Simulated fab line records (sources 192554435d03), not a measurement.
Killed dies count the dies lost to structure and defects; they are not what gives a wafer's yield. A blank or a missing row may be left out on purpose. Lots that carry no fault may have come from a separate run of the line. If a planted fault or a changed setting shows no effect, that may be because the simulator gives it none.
A lot that was struck, set against a sound lot    flow n5Finfet    40 steps out of a route of 1938
Sound: wafers L606.1, L606.3, L606.4. Struck: wafer L596.4 (L596.1, L596.2, from the same lot, were not struck and are left out); the cause is given at the end.
Each step with rows lists, per side, the tool, then ch with its chambers, then its first start. Under that, the readings that differ: sound wafers    struck wafers    difference of the means    sigmas: that difference in standard deviations of wafers without a fault.
alike: readings whose means differ by less than 2 such deviations, and words and numbers that are the same on both sides. not compared: withheld readings, readings that some wafer has no value for, bounds like >300 that may hide the same value, and numbers for which the record gives no deviation and whose values overlap.
The two part at a step that has a row with sigmas, a row that says differs or no value, or rows on one side only. Non-overlapping numbers with no deviation appear without sigmas and do not part them. A reading missing from all wafers of one side parts the sides only when that side holds two or more wafers.

N5_BEOL_M5_PRE_CLEAN_45: time 30 s.
  sound: pvdSputter-01 at day 12 09:11; struck: pvdSputter-02 at day 10 04:24
  alike: heaterPowerW
N5_BEOL_M5_ALD_86: deposits TaN, pulse time 2 s, purge time 3 s, co reactant purge time 2 s.
  sound on aldMetal-04 ch 0,1,2, day 12 09:16; struck on aldMetal-04 ch 0, day 10 04:28
  alike: heaterPowerW, precursorVesselPressureTorr
then, 7 steps without rows for these wafers: N5_BEOL_M5_SURFACE_TREAT_87; N5_BEOL_M5_CVD_47 (deposits Co from CCTBA/H2, target thk 3 nm, time 216 s); N5_BEOL_M5_SPUTTER_48 (material Cu, target thk 15 nm, time 27.62 s); N5_BEOL_M5_ANNEAL_49 (time 1800 s); N5_BEOL_M5_SPUTTER_81 (material Cu, target thk 15 nm, time 27.62 s); N5_BEOL_M5_ANNEAL_82 (time 1800 s); N5_BEOL_M5_SPUTTER_83 (material Cu, target thk 15 nm, time 27.62 s).
N5_BEOL_M5_ANNEAL_84: time 1800 s.
  sound: pvdSputter-03 at day 12 12:04; struck: pvdSputter-03 at day 10 07:34
  alike: heaterPowerW
then, 1 step without rows for these wafers: N5_BEOL_M5_SPUTTER_88 (material Cu, target thk 15 nm, time 27.62 s).
N5_BEOL_M5_ANNEAL_89: time 1800 s.
  sound: pvdSputter-03 at day 12 13:10; struck: pvdSputter-03 at day 10 08:39
  alike: heaterPowerW
N5_BEOL_M5_SPUTTER_90: material Cu, target thk 4.5 nm, time 8.29 s.
  sound: pvdSputter-03 at day 12 14:10; struck: pvdSputter-03 at day 10 09:40
  alike: chuckGasFlowSccm, throttleValvePct
then, 7 steps without rows for these wafers: N5_BEOL_M5_ECD_50 (material Cu, target thk 300 nm); N5_BEOL_M5_ANNEAL_51 (time 90 s); N5_BEOL_M5_CMP_52 (polishes, stops on SiCOH lowk, t overpolish 6.9 s, target thk 62 nm); N5_BEOL_M5_PRE_CLEAN_77 (time 15 s); N5_BEOL_M5_CO_CAP_78 (material Co, precursor CCTBA/H2, target thk 2 nm, time 102.1 s); N5_BEOL_M5_PRE_CLEAN_55 (time 15 s); N5_BEOL_M5_DEP_56 (deposits SiCN from 3MS/NH3, target thk 8 nm, time 14 s).
N5_BEOL_M5_RS_MEAS_57: measures by four-point-probe.
  sound: filmMetro-01 at day 12 15:13; struck: filmMetro-01 at day 10 11:10
  alike: M5_RS
then, 1 step without rows for these wafers: N5_BEOL_M6_ILD_DEP_00 (deposits SiCOH lowk from DEMS/porogen, target thk 179.75 nm, time 33.4 s).
N5_BEOL_M6_CURE_74: cures SiCOH lowk, time 240 s.
  sound on uvCure-02 ch 1, day 12 15:21; struck on uvCure-01 ch 2, day 10 11:24
  alike: lampPowerPct, wafer_temp_C_max
N5_BEOL_M6_THK_MEAS_01:
  sound: filmMetro-02 at day 12 15:52; struck: filmMetro-01 at day 10 11:55
  alike: M6_ILD_THK
then, 10 steps without rows for these wafers: N5_BEOL_M6_PECVD_70 (deposits SiO2 from TEOS/O2, target thk 20 nm, time 22.7 s); N5_BEOL_M6_HM_DEP_02 (deposits TiN, target thk 20 nm); N5_BEOL_M6_COAT_59 (time 60 s, resist thk 100 nm); N5_BEOL_M6_COAT_60 (time 60 s, resist thk 35 nm); N5_BEOL_M6_COAT_05 (resist thk 90 nm); N5_BEOL_M6_EBR_07; N5_BEOL_M6_SOFTBAKE_06 (time 60 s); N5_BEOL_M6_EXPOSE_08 (exposes mask M6); N5_BEOL_M6_PEB_09 (peb time 60 s); N5_BEOL_M6_DEVELOP_10 (develop time 30 s).
N5_BEOL_M6_CD_MEAS_11: the cd target is 38.5 nm.
  sound on cdSem-03 ch 0, day 12 16:47; struck on cdSem-01 ch 0, day 10 12:55
  alike: cdNm
N5_BEOL_M6_OVL_MEAS_12:
  sound on overlay-02 ch 0, day 12 16:49; struck on overlay-02 ch 0, day 10 12:56
  alike: M6_OVL
then, 3 steps without rows for these wafers: N5_BEOL_M6_DESCUM_16 (chemistry O2, time 7.9 s); N5_BEOL_M6_ETCH_61 (etches SiARC in CF4, target depth 45.5 nm, time 75.8 s); N5_BEOL_M6_ETCH_62 (etches SOC in N2/H2, target depth 110 nm, overetch 22 nm, time 165 s).
-- here the record skips 4 days between the struck wafers' starts before and after, leaving off in module BEOL_M6 and picking up in module PASSIVATION (first step shown: number 1936 of the route) --
N5_PASSIVATION_PROBE_49:
  record: rows for the struck wafers here (prober-01, day 14 07:11), none for the sound ones

== WHERE THEY PART ==
Within this record, at N5_PASSIVATION_PROBE_49 only.

WHY: whatever the simulator had introduced
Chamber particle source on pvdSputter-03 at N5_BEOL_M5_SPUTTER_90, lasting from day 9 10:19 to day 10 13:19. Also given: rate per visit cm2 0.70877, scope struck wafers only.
